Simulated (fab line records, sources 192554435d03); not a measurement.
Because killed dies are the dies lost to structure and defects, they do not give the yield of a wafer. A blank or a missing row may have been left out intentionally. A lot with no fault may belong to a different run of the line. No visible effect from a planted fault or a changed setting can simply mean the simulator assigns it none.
Matching of chambers	flow n5-finfet	4 sister chambers for N5_BEOL_M0_CUTY_DESCUM_61 on rie-diel-01
The step chemistry O2, time 7.9 s. 18 wafers are shown with their chamber, then 9 later ones without.

## EACH WAFER AND ITS CHAMBER
wafer	chamber	drypump-motor-current-A (A)	showerhead-plenum-p-Torr (Torr)	throttle-valve-pct (%)
L075.3	0	4.9	2.06	20.8
L075.4	1	6.3	2.07	20.7
L075.6	0	4.8	2.06	20.7
L079.1	3	6.1	2.04	20.1
L079.3	2	5.8	2.07	20.6
L079.5	3	6.1	2.04	20.0
L083.3	0	4.9	2.06	20.8
L083.5	3	6.1	2.04	20.0
L083.6	2	5.8	2.07	20.6
L084.2	3	6.1	2.03	20.1
L084.5	3	6.1	2.03	20.0
L084.6	0	4.8	2.06	20.8
L088.1	3	6.1	2.03	20.1
L088.2	1	6.3	2.06	20.3
L088.3	2	5.8	2.07	20.7
L091.1	0	4.8	2.05	20.8
L091.4	2	5.8	2.07	20.7
L091.5	0	4.8	2.05	20.8

SIGNATURES (means of the wafers above)
reading	chamber 0	chamber 1	chamber 2	chamber 3	scatter within a chamber
drypump-motor-current-A	4.833	6.300	5.800	6.100	0.0309
showerhead-plenum-p-Torr	2.0567	2.0650	2.0700	2.0350	0.00488
throttle-valve-pct	20.783	20.500	20.650	20.050	0.09
Rule: for each reading, subtract the chamber's mean from the wafer's reading, divide by that reading's scatter and square the result; add these up over the readings and take the root, which gives the wafer's distance from the chamber. The wafer belongs to the nearest chamber; if the next one is less than 2 further off, it can't be placed. The scatter: the root of (the sum of the squares of (reading less its chamber's mean) over the shown wafers, divided by (wafers less chambers)).

## WAFERS WHOSE CHAMBER IS MISSING
wafer	drypump-motor-current-A (A)	showerhead-plenum-p-Torr (Torr)	throttle-valve-pct (%)
L092.2	6.1	2.03	20.1
L092.4	4.8	2.05	20.8
L092.6	6.3	2.06	20.3
L093.2	6.1	2.03	20.1
L093.3	4.8	2.05	20.8
L093.6	6.3	2.06	20.3
L096.1	6.1	2.03	20.1
L096.3	5.8	2.06	20.7
L096.5	5.8	2.06	20.7

## WHICH CHAMBER EACH ONE RAN IN
wafer	from the rows above	in truth
L092.2	3	3
L092.4	0	0
L092.6	1	1
L093.2	3	3
L093.3	0	0
L093.6	1	1
L096.1	3	3
L096.3	2	2
L096.5	2	2
9 of 9 placed correctly. Left unplaced by these rows: 0. Number placed wrongly: 0.
